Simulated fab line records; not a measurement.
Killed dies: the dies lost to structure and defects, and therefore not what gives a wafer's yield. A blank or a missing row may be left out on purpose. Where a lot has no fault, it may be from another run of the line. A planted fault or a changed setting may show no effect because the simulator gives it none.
fab line records	flow n5_finfet	part 1 of 2: steps 1 to 19 of 32
record lots=5	wafers=15	last_day=19
route steps=1938 shown BEOL_M5@1118
lots with no fault: from the same line, run without faults
start_h: the number of hours between the record's first day and the start of the first shown wafer of the lot	wait_h: hours since the lot's step before	" repeats the value in the row above	L1.1+2: several wafers, shown together as one row	- no value, or no start given	* or withheld: withheld	< > ~ a bound
route shown NAME@n: NAME is a module with steps in the file, n the number in the route of the first one	usual: the fault-free wafers' mean and standard deviation	same: alike in all rows	chamber/n: place in a boat	sites: readings site by site	_std_site: how widely they spread, as a standard deviation	_edge_site: outer sites' mean less inner sites'	radius_mm: for every site, how far away it sits from the centre of the wafer	mask NAME#n: copy n	behind: tool/chamber where the wafer was last shaped	hold: reason for holding the lot/hours on hold/outcome of the hold	device: whichever transistor did not switch (one of n, p or np)	end of line: tests run on the same wafers once the route is complete	a step given without rows: its recipe and nothing more	killed: at the first sort, the dies lost to defects and structure; wafer yield is something else	map: shows each die of a wafer: x if killed, . if not, _ if none is there
set.NAME: the setting that was run; set.NAME@STEP: the one run at that earlier step	model.NAME: the simulator's own value behind a step, which no gauge read
lots at some steps of the route; a table a step, a row a wafer
services: when a tool's chamber went out of use (start_h, in hours from the record's first day, below 0 if earlier), for how many hours, and the reason
## steps
# step N5_BEOL_M5_COAT_60
# recipe resist=SiARC	temp_c=220	time_s=60	spin_rpm=1500	resist_thk_nm=12
# usual heater_power_total_W=427.5/2.1
lot.wafer	tool	chamber	start_h	wait_h	heater_power_total_W
L082.2	litho_track-02	0	-	-	427.0
L082.4	"	0	"	"	427.3
L082.5	"	0	"	"	425.0
L090.2	litho_track-02	0	-	-	429.0
L090.4	"	0	"	"	427.8
L090.5	"	0	"	"	425.0
L094.1	litho_track-02	0	-	-	425.3
L094.2	"	0	"	"	424.4
L094.4	"	0	"	"	424.2
L096.1	litho_track-03	0	-	-	426.3
L096.2	"	0	"	"	427.6
L096.6	"	0	"	"	427.2
L097.2	litho_track-03	0	-	-	430.8
L097.5	"	0	"	"	424.8
L097.6	"	0	"	"	425.1
# step N5_BEOL_M5_COAT_71
# recipe resist=underlayer	temp_c=205	time_s=60	spin_rpm=1500	resist_thk_nm=5
# usual heater_power_total_W=391.7/1.4
lot.wafer	tool	chamber	start_h	wait_h	heater_power_total_W
L082.2	litho_track-02	0	-	-	390.8
L082.4	"	0	"	"	389.9
L082.5	"	0	"	"	392.5
L090.2	litho_track-02	0	-	-	393.2
L090.4	"	0	"	"	392.4
L090.5	"	0	"	"	390.1
L094.1	litho_track-02	0	-	-	393.5
L094.2	"	0	"	"	389.4
L094.4	"	0	"	"	390.0
L096.1	litho_track-03	0	-	-	393.2
L096.2	"	0	"	"	392.8
L096.6	"	0	"	"	391.9
L097.2	litho_track-03	0	-	-	392.8
L097.5	"	0	"	"	390.7
L097.6	"	0	"	"	393.6
# step N5_BEOL_M5_COAT_05
# recipe resist=CAR-EUV	spin_rpm=1500	resist_thk_nm=30
lot.wafer	tool	chamber	start_h	wait_h
L082.2+4+5	litho_track-02	0	-	-
L090.2+4+5	litho_track-02	0	-	-
L094.1+2+4	litho_track-02	0	-	-
L096.1+2+6	litho_track-03	0	-	-
L097.2+5+6	litho_track-03	0	-	-
# step N5_BEOL_M5_EBR_07
# recipe solvent=PGMEA	ebr_width_mm=1.5
lot.wafer	tool	chamber	start_h	wait_h
L082.2+4+5	litho_track-02	0	-	-
L090.2+4+5	litho_track-02	0	-	-
L094.1+2+4	litho_track-02	0	-	-
L096.1+2+6	litho_track-03	0	-	-
L097.2+5+6	litho_track-03	0	-	-
# step N5_BEOL_M5_SOFTBAKE_06
# recipe temp_c=110	time_s=60	resist=CAR-EUV
# usual heater_power_total_W=175.1/1.6
lot.wafer	tool	chamber	start_h	wait_h	heater_power_total_W
L082.2	litho_track-02	0	-	-	173.0
L082.4	"	0	"	"	177.3
L082.5	"	0	"	"	173.0
L090.2	litho_track-02	0	-	-	174.0
L090.4	"	0	"	"	173.1
L090.5	"	0	"	"	174.3
L094.1	litho_track-02	0	-	-	173.8
L094.2	"	0	"	"	177.5
L094.4	"	0	"	"	175.9
L096.1	litho_track-03	0	-	-	177.6
L096.2	"	0	"	"	173.1
L096.6	"	0	"	"	177.4
L097.2	litho_track-03	0	-	-	176.0
L097.5	"	0	"	"	173.0
L097.6	"	0	"	"	176.3
# step N5_BEOL_M5_EXPOSE_08
# recipe mask_id=M5	na=0.33	source_shape=annular	sigma_inner=0.4	sigma_outer=0.8	polarization=unpolarized	target_cd_nm=28	dose_mj=35.75
# usual reticle_temp_C=23.02/0.11
lot.wafer	tool	chamber	start_h	wait_h	mask	reticle_temp_C
L082.2	euv_scanner-02	0	246.45	-	M5#0	22.99
L082.4	"	0	"	"	M5#0	23.04
L082.5	"	0	"	"	M5#0	22.87
L090.2	euv_scanner-01	0	306.76	-	M5#0	22.91
L090.4	"	0	"	"	M5#0	22.89
L090.5	"	0	"	"	M5#0	23.13
L094.1	euv_scanner-02	0	318.28	-	M5#0	22.96
L094.2	"	0	"	"	M5#0	23.10
L094.4	"	0	"	"	M5#0	23.00
L096.1	euv_scanner-01	0	340.68	-	M5#0	23.09
L096.2	"	0	"	"	M5#0	23.19
L096.6	"	0	"	"	M5#0	22.94
L097.2	euv_scanner-02	0	343.48	-	M5#0	23.03
L097.5	"	0	"	"	M5#0	23.12
L097.6	"	0	"	"	M5#0	22.92
# step N5_BEOL_M5_PEB_09
# recipe peb_temp_c=100	peb_time_s=60	resist=CAR-EUV
# usual heater_power_total_W=154.1/1.1
lot.wafer	tool	chamber	start_h	wait_h	heater_power_total_W
L082.2	litho_track-03	0	246.51	0.0	153.7
L082.4	"	0	"	"	153.5
L082.5	"	0	"	"	154.2
L090.2	litho_track-04	0	306.82	0.0	152.9
L090.4	"	0	"	"	152.9
L090.5	"	0	"	"	154.7
L094.1	litho_track-04	0	318.35	0.1	155.6
L094.2	"	0	"	"	153.2
L094.4	"	0	"	"	155.4
L096.1	litho_track-02	0	340.74	0.1	154.1
L096.2	"	0	"	"	152.6
L096.6	"	0	"	"	154.5
L097.2	litho_track-03	0	343.54	0.0	152.7
L097.5	"	0	"	"	152.4
L097.6	"	0	"	"	154.2
# step N5_BEOL_M5_DEVELOP_10
# recipe develop_time_s=30	developer=TMAH	resist=CAR-EUV	rinse_liquid=surfactant_rinse	dry=air_spin	dev_temp_c=23
lot.wafer	tool	chamber	start_h	wait_h
L082.2+4+5	litho_track-03	0	-	-
L090.2+4+5	litho_track-04	0	-	-
L094.1+2+4	litho_track-04	0	-	-
L096.1+2+6	litho_track-02	0	-	-
L097.2+5+6	litho_track-03	0	-	-
# step N5_BEOL_M5_CD_MEAS_11
# recipe target_cd_nm=27.74	landing_energy_ev=500	detector=se_inlens
# usual cd_nm=28.05/0.27
lot.wafer	tool	chamber	start_h	wait_h	cd_nm
L082.2	cd_sem-01	0	246.57	-	27.64
L082.4	"	0	"	"	27.93
L082.5	"	0	"	"	27.95
L090.2	cd_sem-01	0	306.89	-	28.22
L090.4	"	0	"	"	27.51
L090.5	"	0	"	"	28.19
L094.1	cd_sem-01	0	318.41	-	28.19
L094.2	"	0	"	"	28.07
L094.4	"	0	"	"	27.87
L096.1	cd_sem-03	0	340.81	-	28.02
L096.2	"	0	"	"	28.12
L096.6	"	0	"	"	28.12
L097.2	cd_sem-02	0	343.60	-	28.06
L097.5	"	0	"	"	27.91
L097.6	"	0	"	"	27.99
# step N5_BEOL_M5_OVL_MEAS_12
# recipe points_per_wafer=522
# usual M5_OVL=-0.2/0.6
lot.wafer	tool	chamber	start_h	wait_h	M5_OVL[nm]
L082.2	overlay-02	0	246.61	0.0	-1.2
L082.4	"	0	"	"	-0.8
L082.5	"	0	"	"	-1.0
L090.2	overlay-02	0	306.92	0.0	-0.2
L090.4	"	0	"	"	-0.2
L090.5	"	0	"	"	-1.2
L094.1	overlay-01	0	318.44	0.0	-0.7
L094.2	"	0	"	"	-0.9
L094.4	"	0	"	"	-0.2
L096.1	overlay-01	0	340.84	0.0	0.6
L096.2	"	0	"	"	0.1
L096.6	"	0	"	"	-0.5
L097.2	overlay-01	0	343.64	0.0	-0.3
L097.5	"	0	"	"	-0.3
L097.6	"	0	"	"	-0.4
# step N5_BEOL_M5_INSPECT_13
# recipe mode=adi	inspect_instrument=brightfield
# usual raw_defect_count=434/90
lot.wafer	tool	chamber	start_h	wait_h	raw_defect_count
L082.2	defect_inspect-02	-	246.66	0.0	375
L082.4	"	-	"	"	411
L082.5	"	-	"	"	395
L090.2	defect_inspect-01	-	306.98	0.1	312
L090.4	"	-	"	"	448
L090.5	"	-	"	"	475
L094.1	defect_inspect-02	-	318.50	0.1	414
L094.2	"	-	"	"	495
L094.4	"	-	"	"	516
L096.1	defect_inspect-01	-	340.90	0.1	486
L096.2	"	-	"	"	513
L096.6	"	-	"	"	312
L097.2	defect_inspect-02	-	343.69	0.0	454
L097.5	"	-	"	"	465
L097.6	"	-	"	"	454
# step N5_BEOL_M5_DESCUM_16
# recipe chemistry=O2	time_s=7	source_power_w=50	bias_power_w=20	pressure_mtorr=20	rf_frequency_hz=2.712e+07	temp_c=40	resist=CAR-EUV	o2_flow_sccm=225
# usual drypump_motor_current_A=5.9/0.34	oes_product_au=0.83/0.096	rf_vpp_V=243.8/1.2	showerhead_plenum_p_Torr=2.13/0.066	throttle_valve_pct=20.43/0.19
lot.wafer	tool	chamber	start_h	wait_h	drypump_motor_current_A	oes_product_au	rf_hours_counter_h	rf_vpp_V	showerhead_plenum_p_Torr	throttle_valve_pct
L082.2	rie_diel-05	1	246.70	0.0	6.0	0.74	155	243.1	2.08	20.39
L082.4	"	0	"	"	6.1	0.68	-	243.9	2.15	20.53
L082.5	"	2	"	"	5.0	0.73	-	241.4	2.00	20.36
L090.2	rie_diel-02	2	307.02	0.0	6.2	0.66	249	242.8	2.05	20.35
L090.4	"	1	"	"	5.7	0.88	41	243.2	2.11	20.15
L090.5	"	3	"	"	6.3	0.85	-	244.4	2.22	20.46
L094.1	rie_diel-02	1	318.55	0.0	5.7	0.87	45	245.2	2.11	20.16
L094.2	"	0	"	"	5.5	0.72	204	243.0	2.15	20.90
L094.4	"	0	"	"	5.4	0.72	-	243.6	2.15	20.90
L096.1	rie_diel-05	2	341.04	0.1	5.0	0.70	225	242.6	1.99	20.44
L096.2	"	1	"	"	6.0	0.71	188	243.2	2.07	20.47
L096.6	"	3	"	"	5.8	0.88	-	244.3	2.14	20.38
L097.2	rie_diel-02	3	343.73	0.0	6.3	0.84	77	246.1	2.22	20.46
L097.5	"	2	"	"	6.2	0.95	-	242.4	2.05	20.02
L097.6	"	1	"	"	5.7	0.85	-	243.8	2.11	20.16
# step N5_BEOL_M5_ETCH_72
# recipe chemistry=N2/H2	target=underlayer	target_depth_a=65	mask_material=CAR-EUV	time_s=5.2	ion_energy_ev=200	pressure_mtorr=30	source_w=840	bias_w=150	n2_flow_sccm=200	h2_flow_sccm=200	ends=cleared
# usual drypump_motor_current_A=5.9/0.34	etch_rf_on_time_s=5.21/0.12	oes_product_au=0.70/0.082	rf_vpp_V=525.3/2.4	showerhead_plenum_p_Torr=2.59/0.076	throttle_valve_pct=17.84/0.23
lot.wafer	tool	chamber	start_h	wait_h	drypump_motor_current_A	etch_rf_on_time_s	oes_product_au	rf_hours_counter_h	rf_vpp_V	showerhead_plenum_p_Torr	throttle_valve_pct
L082.2	rie_diel-05	1	246.73	0.0	6.0	5.14	0.63	155	526.0	2.53	17.78
L082.4	"	0	"	"	6.1	5.42	0.58	-	527.6	2.61	18.11
L082.5	"	2	"	"	5.0	5.10	0.62	-	523.4	2.41	17.66
L090.2	rie_diel-02	2	307.06	0.0	6.2	5.39	0.55	249	522.2	2.51	17.90
L090.4	"	1	"	"	5.7	5.25	0.72	41	523.5	2.58	17.64
L090.5	"	3	"	"	6.3	5.18	0.72	-	527.4	2.69	17.88
L094.1	rie_diel-02	1	318.58	0.0	5.7	5.21	0.73	45	526.4	2.58	17.67
L094.2	"	0	"	"	5.4	5.39	0.60	204	527.4	2.62	18.33
L094.4	"	0	"	"	5.4	5.37	0.61	-	525.6	2.62	18.30
L096.1	rie_diel-05	2	341.08	0.0	5.0	5.11	0.61	225	520.9	2.39	17.74
L096.2	"	1	"	"	6.0	5.18	0.62	188	524.5	2.51	17.83
L096.6	"	3	"	"	5.7	5.16	0.76	-	523.5	2.58	17.67
L097.2	rie_diel-02	3	343.76	0.0	6.3	5.08	0.72	77	528.7	2.68	17.86
L097.5	"	2	"	"	6.2	5.39	0.80	-	523.3	2.51	17.47
L097.6	"	1	"	"	5.7	5.22	0.73	-	525.4	2.58	17.66
# step N5_BEOL_M5_ETCH_61
# recipe chemistry=CF4	target=SiARC	target_depth_a=156	mask_material=CAR-EUV	time_s=26	ion_energy_ev=80	pressure_mtorr=40	source_w=545	bias_w=36	Ar_flow_sccm=100	cf4_flow_sccm=100	ends=cleared
# usual cf4_flow_sccm=100.0/0.31	drypump_motor_current_A=5.9/0.34	etch_rf_on_time_s=26.0/0.53	oes_product_au=0.70/0.082	rf_vpp_V=184.7/1	showerhead_plenum_p_Torr=2.18/0.058	throttle_valve_pct=15.63/0.2
lot.wafer	tool	chamber	start_h	wait_h	cf4_flow_sccm	drypump_motor_current_A	etch_rf_on_time_s	oes_product_au	rf_hours_counter_h	rf_vpp_V	showerhead_plenum_p_Torr	throttle_valve_pct
L082.2	rie_diel-05	1	246.75	0.0	99.5	6.1	26.2	0.64	155	183.8	2.13	15.67
L082.4	"	0	"	"	99.9	6.1	26.8	0.58	-	183.2	2.21	15.88
L082.5	"	2	"	"	100.2	5.0	25.6	0.63	-	183.1	2.05	15.58
L090.2	rie_diel-02	2	307.07	0.0	99.6	6.2	26.7	0.56	249	183.8	2.11	15.68
L090.4	"	1	"	"	100.6	5.7	25.9	0.73	41	184.3	2.19	15.43
L090.5	"	3	"	"	100.3	6.3	25.2	0.73	-	186.1	2.24	15.47
L094.1	rie_diel-02	1	318.60	0.0	100.2	5.7	26.1	0.73	45	185.2	2.19	15.44
L094.2	"	0	"	"	100.3	5.4	26.6	0.61	204	184.4	2.20	16.10
L094.4	"	0	"	"	100.1	5.5	26.6	0.61	-	185.4	2.20	16.10
L096.1	rie_diel-05	2	341.09	0.0	99.9	5.0	26.0	0.60	225	183.3	2.04	15.65
L096.2	"	1	"	"	99.8	6.0	26.5	0.61	188	183.7	2.12	15.74
L096.6	"	3	"	"	99.8	5.8	25.9	0.77	-	185.0	2.18	15.49
L097.2	rie_diel-02	3	343.78	0.0	99.8	6.3	25.2	0.73	77	183.6	2.24	15.47
L097.5	"	2	"	"	99.7	6.2	26.5	0.81	-	183.7	2.11	15.20
L097.6	"	1	"	"	99.5	5.7	25.7	0.73	-	184.1	2.19	15.46
# step N5_BEOL_M5_ETCH_62
# recipe chemistry=N2/H2	target=SOC	target_depth_a=750	overetch_a=150	mask_material=SiARC	temp_c=40	time_s=112.5	ion_energy_ev=200	pressure_mtorr=30	source_w=840	bias_w=150	n2_flow_sccm=200	h2_flow_sccm=200
# usual drypump_motor_current_A=5.9/0.34	oes_product_au=0.65/0.072	rf_vpp_V=525.2/2.2	showerhead_plenum_p_Torr=2.59/0.076	throttle_valve_pct=17.80/0.23
lot.wafer	tool	chamber	start_h	wait_h	drypump_motor_current_A	oes_product_au	rf_hours_counter_h	rf_vpp_V	showerhead_plenum_p_Torr	throttle_valve_pct
L082.2	rie_diel-05	1	246.78	0.0	6.0	0.59	155	523.9	2.53	17.75
L082.4	"	0	"	"	6.1	0.54	-	525.4	2.61	18.05
L082.5	"	2	"	"	5.0	0.58	-	520.6	2.41	17.64
L090.2	rie_diel-02	2	307.10	0.0	6.2	0.53	249	523.1	2.51	17.88
L090.4	"	1	"	"	5.7	0.69	41	525.6	2.58	17.61
L090.5	"	3	"	"	6.2	0.67	-	528.6	2.69	17.81
L094.1	rie_diel-02	1	318.63	0.0	5.7	0.68	45	523.9	2.58	17.64
L094.2	"	0	"	"	5.5	0.57	204	526.3	2.62	18.30
L094.4	"	0	"	"	5.5	0.57	-	524.8	2.62	18.29
L096.1	rie_diel-05	2	341.12	0.0	5.0	0.57	225	519.2	2.39	17.68
L096.2	"	1	"	"	6.0	0.58	188	525.4	2.51	17.80
L096.6	"	3	"	"	5.7	0.70	-	525.7	2.58	17.64
L097.2	rie_diel-02	3	343.81	0.0	6.3	0.66	77	526.3	2.68	17.83
L097.5	"	2	"	"	6.2	0.76	-	523.9	2.51	17.46
L097.6	"	1	"	"	5.7	0.67	-	524.3	2.58	17.63
# step N5_BEOL_M5_STRIP_63
# recipe chemistry=N2/H2	temp_c=40	n2_flow_sccm=200	h2_flow_sccm=200	rf_frequency_hz=6e+07
lot.wafer	tool	chamber	start_h	wait_h
L082.2+4+5	rie_diel-05	1,0,2	246.88	0.1
L090.2+4+5	rie_diel-02	2,1,3	307.21	0.1
L094.1+2+4	rie_diel-02	1,0,0	318.73	0.1
L096.1+2+6	rie_diel-05	2,1,3	341.23	0.1
L097.2+5+6	rie_diel-02	3,2,1	343.91	0.1
# step N5_BEOL_M5_STRIP_73
# recipe chemistry=N2/H2	temp_c=40	n2_flow_sccm=200	h2_flow_sccm=200	rf_frequency_hz=6e+07
lot.wafer	tool	chamber	start_h	wait_h
L082.2+4+5	rie_diel-05	1,0,2	246.89	0.0
L090.2+4+5	rie_diel-02	2,1,3	307.22	0.0
L094.1+2+4	rie_diel-02	1,0,0	318.74	0.0
L096.1+2+6	rie_diel-05	2,1,3	341.24	0.0
L097.2+5+6	rie_diel-02	3,2,1	343.92	0.0
# step N5_BEOL_M5_STRIP_64
# recipe chemistry=CF4	resist=SiARC	power_w=300	bias_power_w=75	pressure_mtorr=50	cf4_flow_sccm=150	rf_frequency_hz=6e+07
# usual cf4_flow_sccm=150.0/0.44	drypump_motor_current_A=5.9/0.34	oes_product_au=0.81/0.088	rf_vpp_V=272.0/1.4	showerhead_plenum_p_Torr=1.83/0.049	throttle_valve_pct=13.60/0.22
lot.wafer	tool	chamber	start_h	wait_h	cf4_flow_sccm	drypump_motor_current_A	oes_product_au	rf_hours_counter_h	rf_vpp_V	showerhead_plenum_p_Torr	throttle_valve_pct
L082.2	rie_diel-05	1	246.90	0.0	149.8	6.0	0.74	155	271.9	1.80	13.70
L082.4	"	0	"	"	149.8	6.1	0.68	-	273.2	1.86	13.92
L082.5	"	2	"	"	149.7	5.0	0.73	-	269.5	1.71	13.56
L090.2	rie_diel-02	2	307.23	0.0	149.9	6.2	0.66	249	271.0	1.78	13.73
L090.4	"	1	"	"	150.7	5.7	0.84	41	273.0	1.83	13.34
L090.5	"	3	"	"	149.4	6.3	0.84	-	273.1	1.88	13.42
L094.1	rie_diel-02	1	318.75	0.0	151.0	5.7	0.85	45	271.4	1.83	13.33
L094.2	"	0	"	"	149.3	5.5	0.71	204	272.2	1.85	14.11
L094.4	"	0	"	"	149.9	5.4	0.72	-	272.2	1.85	14.09
L096.1	rie_diel-05	2	341.25	0.0	150.0	5.0	0.70	225	268.6	1.70	13.62
L096.2	"	1	"	"	150.1	6.0	0.71	188	270.5	1.79	13.75
L096.6	"	3	"	"	149.3	5.8	0.88	-	272.0	1.83	13.46
L097.2	rie_diel-02	3	343.93	0.0	150.2	6.2	0.82	77	271.8	1.88	13.44
L097.5	"	2	"	"	149.6	6.2	0.94	-	270.3	1.78	13.16
L097.6	"	1	"	"	150.1	5.7	0.83	-	271.7	1.83	13.37
# step N5_BEOL_M5_HM_OPEN_17
# recipe chemistry=Cl2/BCl3	target_depth_a=200	overetch_a=60	target=TiN	mask_material=SOC	ion_energy_ev=150	pressure_mtorr=10	icp_w=1000	bias_w=126	Cl2_flow_sccm=53.25	bcl3_flow_sccm=21.75	Ar_flow_sccm=25
# usual drypump_motor_current_A=5.6/0.55	oes_ar_750_au=0.76/0.1	oes_product_au=0.66/0.085	throttle_valve_pct=22.12/0.22
lot.wafer	tool	chamber	start_h	wait_h	drypump_motor_current_A	oes_ar_750_au	oes_product_au	rf_hours_counter_h	throttle_valve_pct
L082.2	rie_metal-03	1	246.97	0.1	5.1	0.77	0.64	-	21.98
L082.4	"	1	"	"	5.1	0.77	0.63	-	21.97
L082.5	"	1	"	"	5.1	0.77	0.65	-	21.98
L090.2	rie_metal-03	0	307.27	0.0	5.3	0.90	0.78	6	22.17
L090.4	"	1	"	"	5.2	0.75	0.63	-	21.98
L090.5	"	1	"	"	5.1	0.75	0.63	-	21.98
L094.1	rie_metal-02	0	318.79	0.0	5.7	0.80	0.70	26	21.85
L094.2	"	0	"	"	5.7	0.81	0.70	-	21.83
L094.4	"	0	"	"	5.7	0.81	0.70	-	21.84
L096.1	rie_metal-01	0	341.29	0.0	6.7	0.75	0.62	60	22.48
L096.2	"	1	"	"	5.0	0.92	0.79	3	22.00
L096.6	"	1	"	"	5.0	0.91	0.78	-	22.01
L097.2	rie_metal-01	1	343.97	0.0	5.1	0.92	0.79	4	22.00
L097.5	"	0	"	"	6.7	0.75	0.62	-	22.48
L097.6	"	1	"	"	5.1	0.91	0.77	-	22.03
